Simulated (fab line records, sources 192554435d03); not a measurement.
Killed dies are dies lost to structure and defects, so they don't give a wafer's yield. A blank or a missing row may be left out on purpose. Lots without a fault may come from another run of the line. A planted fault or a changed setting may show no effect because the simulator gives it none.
Chamber matching | flow n5_finfet | N5_BEOL_M12_ETCH_59 on rie_diel-06: 4 sister chambers
The step etches BARC in N2/H2, target depth 89 nm, overetch 26.7 nm, time 67.9 s. 4 wafers are shown with their chamber, then 7 later ones without.

WAFERS WITH THEIR CHAMBER
wafer  | chamber | drypump_motor_current_A (A)
L365.5 | 2       | 6.5
L367.6 | 0       | 5.0
L369.1 | 1       | 5.1
L369.3 | 3       | 6.7

WAFERS WITHOUT THEIR CHAMBER
wafer  | drypump_motor_current_A (A)
L369.4 | 6.6
L380.3 | 6.4
L380.4 | 5.1
L380.6 | 5.0
L381.2 | 6.4
L381.3 | 5.1
L381.5 | 6.4

WHICH CHAMBER EACH WENT THROUGH
wafer  | from the rows above     | in truth
L369.4 | can't be placed: 2 or 3 | 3
L380.3 | 2                       | 2
L380.4 | can't be placed: 1 or 0 | 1
L380.6 | can't be placed: 0 or 1 | 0
L381.2 | 2                       | 2
L381.3 | can't be placed: 1 or 0 | 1
L381.5 | 2                       | 2
Placed correctly: 3 of 7. Can't be placed from these rows: 4 (the true chamber is among the candidates in 4). Placed wrongly: 0.
How it was worked out, from the rows above alone: a wafer's distance from a chamber is the root of the sum, over the readings, of the square of ((its reading less the chamber's mean) divided by the reading's scatter). The wafer belongs to the nearest chamber; if the next one is less than 2 further off, it can't be placed. A chamber's mean is the mean of its shown wafers. The scatter: with one shown wafer a chamber, the root of the mean of the squares of how far each hidden wafer lies from its nearest shown one.
